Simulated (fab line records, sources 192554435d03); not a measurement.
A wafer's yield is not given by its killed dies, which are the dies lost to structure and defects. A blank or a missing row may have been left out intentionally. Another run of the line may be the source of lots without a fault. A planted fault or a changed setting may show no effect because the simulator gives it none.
Chamber matching -- flow n5 finfet -- 4 sister chambers for N5_SPACER0_ALD_00 on ald sin-04
The step deposits SiOCN, target thk 3.5 nm, pulse time 3 s, purge time 2 s. 8 wafers are shown with their chamber, then 7 later ones without.

== WAFERS WITH THEIR CHAMBER ==
wafer,chamber,heater power w (W),precursor pulse height rel
L802.5,3,702,0.983
L805.3,1,943,1.004
L805.4,0,819,0.995
L806.3,1,935,0.969
L806.4,3,697,0.957
L806.6,2,885,0.969
L807.1,0,832,0.980
L807.5,2,860,1.026

== WAFERS WITHOUT THEIR CHAMBER ==
wafer,heater power w (W),precursor pulse height rel
L807.6,701,1.007
L811.1,937,0.976
L811.5,855,1.017
L811.6,906,0.996
L819.2,951,0.998
L819.3,674,1.007
L819.4,828,1.000

== THE CHAMBER EACH PASSED THROUGH ==
wafer,from the rows above,in truth
L807.6,3,3
L811.1,1,1
L811.5,can't be placed: 2 or 0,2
L811.6,can't be placed: 1 or 2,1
L819.2,1,1
L819.3,3,3
L819.4,0,0
5 of 7 placed correctly. Cannot be placed on the basis of these rows: 2; the candidates contain the true chamber in 2. Placed wrongly: 0.
How it was worked out, from the rows above alone: a wafer's distance from a chamber is the root of the sum, over the readings, of the square of ((its reading less the chamber's mean) divided by the reading's scatter). The wafer belongs to the nearest chamber; if the next one is less than 2 further off, it can't be placed. The mean given for a chamber averages the wafers shown for that chamber. The scatter: take each reading less its chamber's mean, square it, sum over the shown wafers, divide by the number of wafers less the number of chambers, and take the root.
